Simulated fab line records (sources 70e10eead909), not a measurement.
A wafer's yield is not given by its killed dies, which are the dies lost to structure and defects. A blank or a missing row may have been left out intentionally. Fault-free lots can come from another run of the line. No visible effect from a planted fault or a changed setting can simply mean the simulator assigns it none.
Problem report, 8D (eight disciplines) form, completed by code | flow nand_harc | the parts of the form that need people (team, actions taken, sign-off) are left out

== 1. PROBLEM STATEMENT ==
Mean of killed_dies at NHARC_END_SORT_01: 676 across 2 wafers in 2 lots; on wafers with no fault it is 65 (standard deviation 20). That is +31 standard deviations from the usual mean.
Earliest sighting: wafer L849.5 on prober-02 at day 33 00:08. The record has a number at this step for 19 wafers belonging to 7 lots. By rule, "out" or "out of limits" means more than 4 standard deviations away from the usual mean. The rest of the wafers with a number are treated as sound.

== 2. WHAT IT IS, AND WHAT IT ISN'T ==
question                    | is                           | is not
which readings at this step | killed_dies, killed_at_array | killed_at_other, killed_at_periphery, killed_open, killed_short
which lots                  | L849, L850                   | L835, L843, L844, L845, L853
which wafers of those lots  | L849.5, L850.5               | L849.1, L850.1
read on which gauges        | prober-01, prober-02         | -
when                        | from day 33 00:08            | up to then (13 sound wafers); but 4 sound wafers of L850, L853 came after

== 3. WHAT RULES OUT EACH SUSPECT ==
Counting: any tool at a process step up to the reading remains a suspect provided it ran every lot that is out. Sound lots after the first of them don't rule it out here, since some wafers of a struck lot are sound.
- the gauge at NHARC_END_SORT_01: ruled out. The wafers that are out were read on 2 gauges (prober-01, prober-02).
- rie_diel-06 at NHARC_A_SLIT_ETCH_15 (etches the open film in O2/COS, target depth 6200 nm, time 1612 s): kept. Ran every lot that is out, first one L849 (day 27 15:28); last sound lot up to then L843 (day 24 03:46). On those wafers its own readings are out: oes_product_au.
- har_etch-02 at NHARC_A_SLIT_ETCH_26 (etches the open film in C4F8/O2/Ar, time 90 s, target depth 400 nm): kept. Ran every lot that is out, first one L849 (day 27 19:52); last sound lot up to then L845 (day 25 12:05).
Left after counting: rie_diel-06 at NHARC_A_SLIT_ETCH_15, har_etch-02 at NHARC_A_SLIT_ETCH_26.

== 4. THE CAUSE (what the simulator had put in) ==
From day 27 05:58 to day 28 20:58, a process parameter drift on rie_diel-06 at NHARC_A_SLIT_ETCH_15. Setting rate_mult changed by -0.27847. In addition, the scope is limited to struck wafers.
After counting, 2 suspects remain, this tool included.

== 5. SEQUENCE OF EFFECTS, ordered by route ==
One row per reading whose mean, taken over the struck wafers that have a number, lies over 3 standard deviations from the usual. Only readings for which the record gives a usual standard deviation are gone through. hours: the time from each lot's start at the first step in this table that gives one to its start at this step, as a median over the lots. sigmas: the change in usual standard deviations.
hours | step                 | reading         | usual      | on struck wafers | change | sigmas
0     | NHARC_A_SLIT_ETCH_15 | oes_product_au  | 0.998 a.u. | 0.822            | -0.176 | -24
131   | NHARC_END_SORT_01    | killed_at_array | 60         | 671              | +611   | +29
131   | NHARC_END_SORT_01    | killed_dies     | 65         | 676              | +612   | +31
Here are the process steps it includes:
- NHARC_A_SLIT_ETCH_15: etches the open film in O2/COS, target depth 6200 nm, time 1612 s.

== 6. WHAT WOULD HAVE CAUGHT IT SOONER ==
The first out-of-limits reading at a measuring or inspecting step in this record came at day 33 00:08, 138 hours after the fault's start at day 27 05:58.
The tool's own readings at NHARC_A_SLIT_ETCH_15 were out on every struck wafer that the step has a row for (oes_product_au): an alarm limit on them would have fired on the first of those.
All the lots that are out (2) had begun NHARC_A_SLIT_ETCH_15 on rie_diel-06 by day 33 00:08. Had the tool been put on hold then, not one of them would have been saved.
